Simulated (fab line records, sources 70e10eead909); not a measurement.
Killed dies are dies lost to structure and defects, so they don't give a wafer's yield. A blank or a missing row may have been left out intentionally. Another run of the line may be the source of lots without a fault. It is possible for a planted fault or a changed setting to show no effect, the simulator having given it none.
fab line records    flow nand_harc
[record] lots = 12  wafers = 36  last_day = 24
route steps=1159 shown A_STAIRCASE@675 END@1159
lots untouched by any fault: they come from a run of this same line in which no faults occurred
start_h: the number of hours between the record's first day and the start of the first shown wafer of the lot    wait_h: hours since the lot's step before    " same as the row above    L1.1+2: one row covering several wafers at once    - no value, or no start was given    * or withheld: withheld    < > ~ a bound
route shown NAME@n: names a module that has steps shown in the file, with the first one's number in the route    usual: mean/standard deviation taken from wafers without a fault    same: alike in all rows    chamber/n: place in a boat    sites: each site's reading    _std_site: standard deviation of those values    _edge_site: the outer-site mean with the inner-site mean subtracted    radius_mm: for every site, how far away it sits from the centre of the wafer    mask NAME#n: copy n    behind: the most recent tool/chamber to have shaped the wafer    hold: the reason the lot was held/the length of the hold in hours/how it ended    device: which transistor (n, p or np) failed to switch    end of line: at the end of the route, the tests of the same wafers    a step without rows: its recipe alone    killed: the dies lost at the first sort to structure and to defects; this is not the yield of the wafer    map: dies across one wafer; x = killed, . = not, _ = none there
set.NAME: setting as actually run; set.NAME@STEP: the setting as run at that earlier step    model.NAME: the simulator's own value behind a step, which no gauge read
route steps across a sampled set of lots; one table per step, one row per wafer
services: when a tool's chamber went out of use (start_h, in hours from the record's first day, below 0 if earlier), for how many hours, and the reason
[[steps]]
[step NHARC_A_STAIRCASE_HM_DEP_462]
[recipe] target_thk_a = 8000  temp_c = 400  material = aC
[usual] throttle_valve_pct = 35.000/0.0098
lot.wafer  tool        chamber  start_h  wait_h  throttle_valve_pct
L255.3     acl_dep-03  0        258.71   2.2     35.006
L255.4     "           0        "        "       34.989
L255.5     "           0        "        "       35.000
L258.2     acl_dep-02  0        261.16   0.6     34.997
L258.4     "           0        "        "       35.007
L258.5     "           0        "        "       34.989
L257.2     acl_dep-03  0        271.84   0.4     34.994
L257.3     "           0        "        "       34.999
L257.4     "           0        "        "       34.999
L261.1     acl_dep-01  0        281.51   0.1     34.998
L261.3     "           0        "        "       35.006
L261.6     "           0        "        "       34.980
L262.1     acl_dep-03  0        300.94   0.1     35.008
L262.2     "           0        "        "       34.995
L262.4     "           0        "        "       34.999
L264.2     acl_dep-01  0        314.99   2.0     35.007
L264.3     "           0        "        "       34.990
L264.6     "           0        "        "       35.002
L263.1     acl_dep-02  0        315.71   2.5     35.006
L263.4     "           0        "        "       35.001
L263.5     "           0        "        "       35.003
L265.1     acl_dep-01  0        318.40   2.2     35.009
L265.2     "           0        "        "       34.985
L265.5     "           0        "        "       34.995
L267.2     acl_dep-03  0        326.27   0.4     35.021
L267.5     "           0        "        "       35.012
L267.6     "           0        "        "       35.004
L272.1     acl_dep-01  0        354.86   1.0     34.990
L272.2     "           0        "        "       35.003
L272.5     "           0        "        "       34.989
L274.1     acl_dep-03  0        375.65   1.9     34.992
L274.2     "           0        "        "       35.003
L274.4     "           0        "        "       34.990
L278.3     acl_dep-02  0        399.78   0.7     35.014
L278.4     "           0        "        "       34.995
L278.5     "           0        "        "       34.986
[step NHARC_A_STAIRCASE_ETCH_453]
[recipe] target_depth_a = 300  overetch_a = 30  time_s = 16.5  ion_energy_ev = 100  cf4_flow_sccm = 80  o2_flow_sccm = 20  ar_flow_sccm = 0  rf_w = 300  bias_w = 100  chemistry = CF4/O2
[usual] bias_w = 100.03/0.3  drypump_motor_current_A = 6.0/0.41  oes_f_703_au = 1.000/0.0046  oes_o_777_au = 1.000/0.0044  oes_product_au = 1.000/0.0097  rf_vpp_V = 197.0/1.2  showerhead_plenum_p_Torr = 1.30/0.044  throttle_valve_pct = 13.398/0.0091
lot.wafer  tool         chamber  start_h  wait_h  bias_w  drypump_motor_current_A  oes_f_703_au  oes_o_777_au  oes_product_au  rf_hours_counter_h  rf_vpp_V  showerhead_plenum_p_Torr  throttle_valve_pct
L255.4     rie_diel-08  0        -        -       99.63   6.2                      0.992         0.996         1.000           48                  196.6     1.26                      13.392
L255.3     "            2        "        "       100.35  6.4                      1.000         1.001         1.004           51                  198.7     1.36                      13.397
L255.5     "            1        "        "       99.82   5.9                      1.003         0.997         1.005           -                   197.2     1.29                      13.384
L258.2     rie_diel-03  2        -        -       100.31  5.6                      0.996         1.000         1.005           15                  195.3     1.27                      13.400
L258.4     "            3        "        "       99.82   5.3                      0.987         1.004         1.007           14                  196.6     1.31                      13.395
L258.5     "            2        "        "       100.50  5.6                      0.993         1.004         1.000           -                   197.4     1.27                      13.417
L257.3     rie_diel-08  0        -        -       100.21  6.2                      1.000         0.999         0.980           54                  196.3     1.26                      13.403
L257.2     "            2        "        "       100.23  6.4                      0.997         0.997         0.978           56                  197.8     1.36                      13.398
L257.4     "            3        "        "       99.42   5.5                      1.007         1.001         0.993           55                  198.0     1.30                      13.400
L261.1     rie_diel-03  1        -        -       100.30  6.0                      1.002         0.999         1.009           21                  196.6     1.28                      13.410
L261.3     "            3        "        "       99.41   5.3                      0.998         1.002         1.005           17                  197.5     1.31                      13.400
L261.6     "            2        "        "       100.20  5.5                      1.002         1.002         1.015           -                   197.0     1.27                      13.383
L262.2     rie_diel-03  2        -        -       100.06  5.5                      0.994         1.000         1.019           28                  197.9     1.26                      13.405
L262.4     "            0        "        "       99.69   6.5                      1.002         1.002         1.004           28                  196.2     1.25                      13.407
L262.1     "            1        "        "       100.28  6.0                      1.002         0.996         1.012           30                  195.6     1.28                      13.377
L264.3     rie_diel-12  2        -        -       100.01  6.3                      1.000         1.001         1.011           41                  198.4     1.38                      13.407
L264.2     "            3        "        "       99.90   6.5                      0.995         0.997         0.993           47                  199.9     1.39                      13.390
L264.6     "            1        "        "       100.19  5.9                      1.002         1.001         0.991           -                   195.1     1.27                      13.396
L263.1     rie_diel-08  0        -        -       99.88   6.3                      1.001         0.996         0.990           3                   196.2     1.26                      13.408
L263.4     "            1        "        "       99.48   5.9                      1.004         1.004         0.994           3                   197.1     1.29                      13.382
L263.5     "            2        "        "       99.45   6.4                      1.001         1.008         0.983           -                   198.3     1.36                      13.398
L265.2     rie_diel-12  1        -        -       99.72   5.9                      0.999         1.001         1.003           44                  195.9     1.27                      13.389
L265.1     "            2        "        "       100.08  6.3                      0.999         0.995         0.997           43                  198.7     1.38                      13.408
L265.5     "            2        "        "       100.44  6.3                      0.992         0.998         1.006           -                   197.7     1.38                      13.396
L267.2     rie_diel-08  2        -        -       99.77   6.4                      1.000         1.010         0.994           8                   198.8     1.36                      13.392
L267.5     "            0        "        "       100.12  6.2                      0.989         0.994         0.995           -                   195.2     1.26                      13.383
L267.6     "            1        "        "       100.01  5.9                      1.007         1.002         1.010           -                   197.4     1.29                      13.395
L272.2     rie_diel-08  2        -        -       99.66   6.5                      1.001         1.004         0.996           15                  198.2     1.35                      13.402
L272.1     "            3        "        "       100.75  5.5                      1.002         0.995         0.986           15                  196.1     1.29                      13.411
L272.5     "            2        "        "       100.45  6.5                      1.011         1.003         0.985           -                   198.3     1.35                      13.392
L274.2     rie_diel-03  3        -        -       100.23  5.3                      1.008         0.994         1.004           51                  198.5     1.30                      13.395
L274.4     "            0        "        "       99.68   6.5                      1.000         0.998         1.003           54                  195.8     1.24                      13.391
L274.1     "            2        "        "       99.64   5.6                      1.006         1.003         0.997           53                  196.9     1.26                      13.397
L278.4     rie_diel-12  2        -        -       99.88   6.3                      0.997         0.997         0.989           3                   197.3     1.37                      13.396
L278.3     "            3        "        "       100.05  6.5                      0.995         1.011         0.993           4                   197.8     1.38                      13.399
L278.5     "            3        "        "       100.03  6.5                      0.997         1.002         1.003           -                   197.9     1.38                      13.397
[step NHARC_A_STAIRCASE_ETCH_315]
[recipe] target_depth_a = 25000  time_s = 607.1  ion_energy_ev = 800  c4f8_flow_sccm = 80  o2_flow_sccm = 60  ar_flow_sccm = withheld  rf_w = 600  bias_w = 3000  chemistry = C4F8/O2/Ar
[usual] bias_w = 2999/8.3  oes_product_au = 0.932/0.011  rf_vpp_V = 1820/8.2
lot.wafer  tool         chamber  start_h  wait_h  bias_w  oes_product_au  rf_hours_counter_h  rf_vpp_V
L255.4     rie_diel-08  0        -        -       2995    0.917           49                  1813
L255.3     "            3        "        "       2985    0.926           50                  1820
L255.5     "            0        "        "       2989    0.916           -                   1812
L258.2     rie_diel-03  2        -        -       3008    0.936           15                  1813
L258.4     "            0        "        "       2985    0.938           16                  1809
L258.5     "            1        "        "       2991    0.933           -                   1816
L257.4     rie_diel-08  2        -        -       2994    0.951           56                  1831
L257.3     "            3        "        "       2994    0.943           55                  1821
L257.2     "            0        "        "       2996    0.949           55                  1813
L261.1     rie_diel-03  0        -        -       2999    0.943           19                  1812
L261.3     "            1        "        "       2991    0.930           21                  1818
L261.6     "            3        "        "       3000    0.933           -                   1821
L262.1     rie_diel-03  1        -        -       2986    0.930           30                  1817
L262.2     "            2        "        "       2993    0.936           29                  1814
L262.4     "            3        "        "       3000    0.924           27                  1821
L264.3     rie_diel-12  1        -        -       2991    0.928           42                  1815
L264.2     "            3        "        "       3011    0.921           47                  1837
L264.6     "            3        "        "       2988    0.926           -                   1836
L263.4     rie_diel-08  3        -        -       3003    0.922           3                   1818
L263.1     "            0        "        "       3021    0.929           3                   1813
L263.5     "            1        "        "       3000    0.937           -                   1817
L265.1     rie_diel-12  2        -        -       2998    0.944           43                  1834
L265.2     "            3        "        "       3002    0.939           49                  1836
L265.5     "            3        "        "       2992    0.922           -                   1838
L267.2     rie_diel-08  1        -        -       2992    0.937           7                   1818
L267.5     "            3        "        "       2995    0.923           -                   1817
L267.6     "            0        "        "       3016    0.923           -                   1813
L272.2     rie_diel-08  0        -        -       2995    0.926           15                  1812
L272.1     "            2        "        "       3005    0.949           15                  1829
L272.5     "            0        "        "       3005    0.917           -                   1812
L274.1     rie_diel-03  0        -        -       2982    0.936           54                  1810
L274.4     "            2        "        "       2996    0.940           53                  1813
L274.2     "            3        "        "       3003    0.936           52                  1821
L278.3     rie_diel-12  1        -        -       2984    0.927           4                   1813
L278.4     "            3        "        "       3021    0.941           4                   1834
L278.5     "            2        "        "       3013    0.928           -                   1834
[step NHARC_A_STAIRCASE_DEP_325]
[recipe] target_thk_a = 38000  temp_c = 400  target_thk_nm = 3800  teos_flow_sccm = 200  rf_w = 500  material = SiO2
[usual] heater_power_outer_w = 370/64  heater_power_w = 633/97  mfc_precursor_sccm = 199.9/0.56
lot.wafer  tool      chamber  start_h  wait_h  heater_power_outer_w  heater_power_w  mfc_precursor_sccm
L258.2     pecvd-03  0        289.65   0.7     374                   635             199.9
L258.5     "         2        "        "       292                   495             200.0
L258.4     "         1        "        "       331                   563             200.0
L255.3     pecvd-01  2        289.75   0.8     518                   865             201.2
L255.4     "         0        "        "       315                   587             199.3
L255.5     "         2        "        "       425                   762             199.3
L257.2     pecvd-03  1        307.24   0.2     418                   676             199.5
L257.3     "         2        "        "       356                   601             199.0
L257.4     "         2        "        "       288                   491             200.4
L261.3     pecvd-03  2        318.39   0.9     376                   598             199.4
L261.1     "         0        "        "       357                   614             200.1
L261.6     "         0        "        "       318                   553             199.7
L262.2     pecvd-03  2        337.09   0.2     350                   548             200.4
L262.1     "         0        "        "       371                   620             200.2
L262.4     "         1        "        "       337                   580             199.6
L263.1     pecvd-03  0        352.82   0.1     330                   573             201.0
L263.5     "         0        "        "       310                   566             199.5
L263.4     "         2        "        "       282                   477             199.8
L265.2     pecvd-01  2        353.01   0.3     521                   894             200.6
L265.1     "         0        "        "       420                   702             199.5
L265.5     "         1        "        "       358                   624             200.1
L264.3     pecvd-03  0        353.40   0.6     363                   647             199.7
L264.2     "         2        "        "       298                   514             198.8
L264.6     "         1        "        "       347                   588             200.4
L267.2     pecvd-03  2        366.04   0.3     314                   514             200.8
L267.6     "         0        "        "       305                   551             199.6
L267.5     "         1        "        "       343                   591             201.4
L272.2     pecvd-03  1        391.95   0.1     390                   663             199.2
L272.1     "         0        "        "       336                   591             252.2
L272.5     "         0        "        "       311                   558             251.4
L274.1     pecvd-03  1        420.81   0.3     420                   703             198.5
L274.2     "         0        "        "       398                   655             252.4
L274.4     "         0        "        "       316                   556             251.7
L278.3     pecvd-01  2        435.43   0.3     427                   751             199.5
L278.5     "         0        "        "       340                   591             199.2
L278.4     "         2        "        "       409                   724             200.2
[step NHARC_END_SORT_01]
[recipe] temp_c = 25
[usual] killed_at_array = 27/9.9  killed_at_other = 0.6/0.84  killed_at_periphery = 3.7/2.5  killed_dies = 31/9.9  killed_open = 3.0/1.6  killed_short = 1.9/1.2
[same] gross_dies = 677
lot.wafer  tool       chamber  start_h  wait_h  killed_at_array  killed_at_other  killed_at_periphery  killed_dies  killed_open  killed_short
L265.1     prober-01  0        493.64   2.5     37               0                3                    40           4            3
L265.2     prober-01  0        494.45   2.8     25               0                5                    30           3            4
L265.5     prober-01  0        496.85   3.7     30               0                2                    32           4            3
L263.1     prober-02  0        493.66   2.5     20               0                1                    21           2            3
L263.4     prober-02  0        496.05   3.4     27               2                4                    33           2            2
L263.5     prober-02  0        496.85   3.7     16               1                2                    19           3            3
L264.2     prober-02  0        509.94   2.8     15               0                6                    21           5            3
L264.3     prober-02  0        510.75   3.1     15               1                5                    21           2            3
L264.6     prober-02  0        513.16   4.0     15               1                12                   28           4            2
// killed by level:class
L265.1 A_CHANNEL_HOLE_D1:chamber_film_flake=17 A_WL_FILL:chamber_film_flake=5 A_CONTACT:chamber_film_flake=5 P_ZERO_WELL:chamber_film_flake=2 A_STAIRCASE:chamber_film_flake=2 A_ONON_D1:geometric_particle:short=1 A_WL_FILL:geometric_particle:open=1 A_WL_FILL:geometric_particle:short=1
L263.1 A_CHANNEL_HOLE_D1:chamber_film_flake=10 A_CONTACT:chamber_film_flake=3 A_STAIRCASE:chamber_film_flake=2 A_ONON_D1:geometric_particle:open=1 A_CHANNEL_HOLE_D1:geometric_particle:short=1 A_CHANNEL_FILL_D1:geometric_particle:open=1 A_CHANNEL_FILL_D1:geometric_particle:short=1 A_CONTACT:geometric_particle:short=1
L265.2 A_CHANNEL_HOLE_D1:chamber_film_flake=8 A_CONTACT:chamber_film_flake=6 A_ONON_D1:geometric_particle:short=3 A_WL_FILL:chamber_film_flake=3 P_ZERO_WELL:chamber_film_flake=2 P_GATE:geometric_particle:open=1 P_M0:geometric_particle:short=1 A_ONON_D1:geometric_particle:open=1
L263.4 A_CHANNEL_HOLE_D1:chamber_film_flake=16 A_STAIRCASE:chamber_film_flake=4 A_CONTACT:chamber_film_flake=3 P_M0:chamber_film_flake=2 THIN_TSV:chamber_film_flake=2 P_GATE:geometric_particle:open=1 A_SOURCE_PLATE:geometric_particle:open=1 A_STAIRCASE:geometric_particle:short=1
L263.5 A_CHANNEL_HOLE_D1:chamber_film_flake=6 A_M1:geometric_particle:open=2 A_STAIRCASE:chamber_film_flake=2 P_GATE:geometric_particle:short=1 A_SOURCE_PLATE:geometric_particle:open=1 A_SLIT:geometric_particle:short=1 A_CONTACT:geometric_particle:short=1 P_BONDPAD:chamber_film_flake=1
L265.5 A_CHANNEL_HOLE_D1:chamber_film_flake=9 A_STAIRCASE:chamber_film_flake=6 A_WL_FILL:chamber_film_flake=6 A_CONTACT:chamber_film_flake=3 A_CONTACT:geometric_particle:open=2 P_M2:geometric_particle:short=1 A_WL_FILL:geometric_particle:short=1 A_WL_FILL:geometric_particle:open=1
L264.2 A_CHANNEL_HOLE_D1:chamber_film_flake=6 P_M1:chamber_film_flake=4 P_CONTACT:geometric_particle:open=2 A_CHANNEL_FILL_D1:geometric_particle:open=2 A_ONON_D1:geometric_particle:open=1 A_CHANNEL_FILL_D1:geometric_particle:short=1 A_CONTACT:geometric_particle:short=1 A_M1:geometric_particle:short=1
L264.3 P_M1:chamber_film_flake=4 A_STAIRCASE:chamber_film_flake=4 A_WL_FILL:chamber_film_flake=3 A_CONTACT:chamber_film_flake=3 A_M0:geometric_particle:open=2 A_WL_FILL:geometric_particle:short=1 A_M1:geometric_particle:short=1 STARTING-WAFER:geometric_particle:short=1
L264.6 P_M1:chamber_film_flake=6 A_STAIRCASE:chamber_film_flake=6 A_CHANNEL_HOLE_D1:chamber_film_flake=5 P_CONTACT:geometric_particle:short=2 A_CONTACT:chamber_film_flake=2 P_CONTACT:geometric_particle:open=1 P_M2:geometric_particle:open=1 P_BONDPAD:geometric_particle:open=1
[[services]]
tool         chamber  start_h  hours  kind
pecvd-01     -        237.00   13.0   pm
rie_diel-08  0        256.49   -      clean
rie_diel-08  1        256.49   -      clean
rie_diel-08  2        256.49   -      clean
rie_diel-08  3        256.49   -      clean
rie_diel-08  0        280.99   -      clean
rie_diel-08  1        280.99   -      clean
rie_diel-08  2        280.99   -      clean
rie_diel-08  3        280.99   -      clean
pecvd-03     -        292.26   13.0   pm
acl_dep-01   -        293.52   13.0   pm
rie_diel-08  -        301.95   9.0    pm
rie_diel-08  0        301.95   9.0    vent_cycle
rie_diel-08  1        301.95   9.0    vent_cycle
rie_diel-12  0        306.04   36.1   repair
pecvd-01     -        349.08   2.5    repair
acl_dep-02   -        350.60   13.0   pm
pecvd-01     0        372.73   8.4    repair
rie_diel-12  -        379.45   9.0    pm
rie_diel-03  -        392.49   9.0    pm
acl_dep-03   -        405.05   13.0   pm
rie_diel-08  3        412.25   7.3    repair
pecvd-01     -        418.00   13.0   pm
rie_diel-08  0        425.33   4.7    repair
[[key]]
[first_sign] step = NHARC_A_STAIRCASE_DEP_325  reading = mfc_precursor_sccm  direction = up  sigmas = 93  usual = 199.9  struck = 251.9
effect none on later readings
met_at NHARC_A_STAIRCASE_DEP_325
struck_lots L272,L274
struck_wafers L272.1,L272.5,L274.2,L274.4
tester_left_out L272,L274
not_acting_at NHARC_A_STAIRCASE_HM_DEP_462,NHARC_A_STAIRCASE_ETCH_453,NHARC_A_STAIRCASE_ETCH_315
onset_between 366.04 391.95
[fault] kind = process_parameter_drift  tool = pecvd-03  chamber = 0  onset_h = 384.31  steps = NHARC_A_STAIRCASE_DEP_325  channel = teos_flow_sccm  offset = *  shape = step  end_h = 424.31  acts_in = *  stated = *
// tester_left_out: of these lots the tester's yield and bins aren't shown, on N5 and GAA mostly nor the transistor test; their killed dies are dies lost to structure and defects alone, not to doping, threshold or leakage, so they don't give the yield
